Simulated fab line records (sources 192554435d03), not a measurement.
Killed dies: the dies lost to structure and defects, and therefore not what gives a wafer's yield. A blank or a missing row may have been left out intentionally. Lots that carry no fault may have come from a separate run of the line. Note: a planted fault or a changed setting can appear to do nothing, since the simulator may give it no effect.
Split-lot study | flow n5-finfet | 21 wafers read from 7 lots, route of 1938 steps

## ON THE SPLIT
At N5_BEOL_M2_DEP_57 (deposits SiCN from 3MS/NH3, target thk 8 nm, time 14 s), the setting time-s was moved away from the recipe's 14 s on 9 of the 21 wafers read, by -12.3% to +14.9%. The other wafers ran this setting at the recipe's value.

Reading taken at the split's own step.

## THE READING
SiCN_of_BEOL_M2_DEP_57.thk-nm (the simulator's own value, which no gauge read), in nm, at N5_BEOL_M2_DEP_57 (deposits SiCN from 3MS/NH3, target thk 8 nm, time 14 s). There is no usual value for it anywhere in the file. The 12 wafers here that ran the recipe average 7.9 nm, standard deviation 0.13 nm.

wafer  | tool, chamber at the split | time-s as run, s | against the recipe | SiCN_of_BEOL_M2_DEP_57.thk-nm, nm | against lot-mates on the recipe
L074.1 | pecvd-02, 2                | 15.45            | +10.4%             | 8.4                               | +0.6
L074.2 | pecvd-02, 0                | 14               | recipe             | 7.8                               | -
L074.3 | pecvd-02, 1                | 15.45            | +10.4%             | 8.8                               | +1.0
L081.1 | pecvd-01, 2                | 14               | recipe             | 8                                 | -
L081.3 | pecvd-01, 0                | 14               | recipe             | 7.8                               | -
L081.4 | pecvd-01, 2                | 16.09            | +14.9%             | 9.2                               | +1.3
L086.3 | pecvd-01, 0                | 14               | recipe             | 7.6                               | -
L086.4 | pecvd-01, 2                | 14               | recipe             | 8                                 | -
L086.5 | pecvd-01, 1                | 12.28            | -12.3%             | 7                                 | -0.8
L090.1 | pecvd-01, 0                | 14               | recipe             | 7.8                               | -
L090.3 | pecvd-01, 2,1              | 14               | recipe             | 8                                 | -
L090.4 | pecvd-01, 2,1              | 14               | recipe             | 8                                 | -
L092.3 | pecvd-02, 0                | 12.49            | -10.8%             | 6.8                               | -1.2
L092.5 | pecvd-02, 0                | 14               | recipe             | 8                                 | -
L092.6 | pecvd-02, 1                | 12.49            | -10.8%             | 7.2                               | -0.8
L095.3 | pecvd-02, 1                | 15.61            | +11.5%             | 9                                 | no lot-mate on the recipe
L095.4 | pecvd-02, 1                | 15.61            | +11.5%             | 9                                 | no lot-mate on the recipe
L095.6 | pecvd-02, 0                | 15.61            | +11.5%             | 9.2                               | no lot-mate on the recipe
L096.1 | pecvd-03, 2,0              | 14               | recipe             | 8                                 | -
L096.4 | pecvd-03, 2,0              | 14               | recipe             | 8                                 | -
L096.3 | pecvd-03, 0                | 14               | recipe             | 7.8                               | -
Where a row lists several chambers, the file gives one row for several wafers and doesn't say which wafer went through which chamber.

FIT RESULTS
A straight line over all 21 wafers: SiCN_of_BEOL_M2_DEP_57.thk-nm changes by +0.0853 nm for each +1% of time-s; r = +0.97; the points scatter about the line by 0.17 nm.
The same after taking each lot's own level away (the mean of its wafers on the recipe; 18 wafers): +0.0821 nm for each +1%; r = +0.97; scatter 0.16 nm.
According to that fit, moving time-s by its largest amount changes the reading by 1.2 nm.
The span of the lots' own levels, 7.80 to 8.00 nm, comes to 1.5 times the standard deviation stated above.
Consequently the slope shifts little with the lot-to-lot level, the two slopes agreeing.
Check: with one of the wafers moved furthest among these (+14.9%) left out of the fit, the line predicts +1.19 nm for it against its lot-mates. It came out at +1.3 nm against them.

## ADDITIONAL SPLITS CARRIED BY THESE WAFERS
Other splits were also applied to these wafers ahead of the reading. Each is held against what the fit with the lots' levels taken away leaves over:
other split on the same wafers               | wafers away from the commonest value | r with SiCN_of_BEOL_M2_DEP_57.thk-nm (lot level and that fit taken away)
N5_GATE_CUT_COAT_35 spin-rpm                 | 5                                    | -0.23
N5_MOL_CONTACT_COAG_SPUTTER_143 target-thk-a | 9                                    | +0.43
N5_MOL_CONTACT_COAG_ALD_27 time-s            | 8                                    | -0.34
N5_BEOL_M0_SAQP_MANDREL_ETCH_20 icp-w        | 10                                   | -0.02
N5_BEOL_M0_SAQP_COAT_105 spin-rpm            | 4                                    | +0.32
N5_BEOL_M1_EXPOSE_08 dose-mj                 | 5                                    | -0.17
N5_BEOL_M1_ETCH_64 source-w                  | 8                                    | +0.03
N5_BEOL_M2_ILD_DEP_00 time-s                 | 7                                    | +0.27
N5_BEOL_M2_COAT_05 spin-rpm                  | 9                                    | -0.38
N5_BEOL_M2_EXPOSE_08 dose-mj                 | 5                                    | +0.07

## FILE'S OWN FIT
SiCN_of_BEOL_M2_DEP_57.thk-nm changes by +0.0809 nm for each +1% of time-s, r = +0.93.
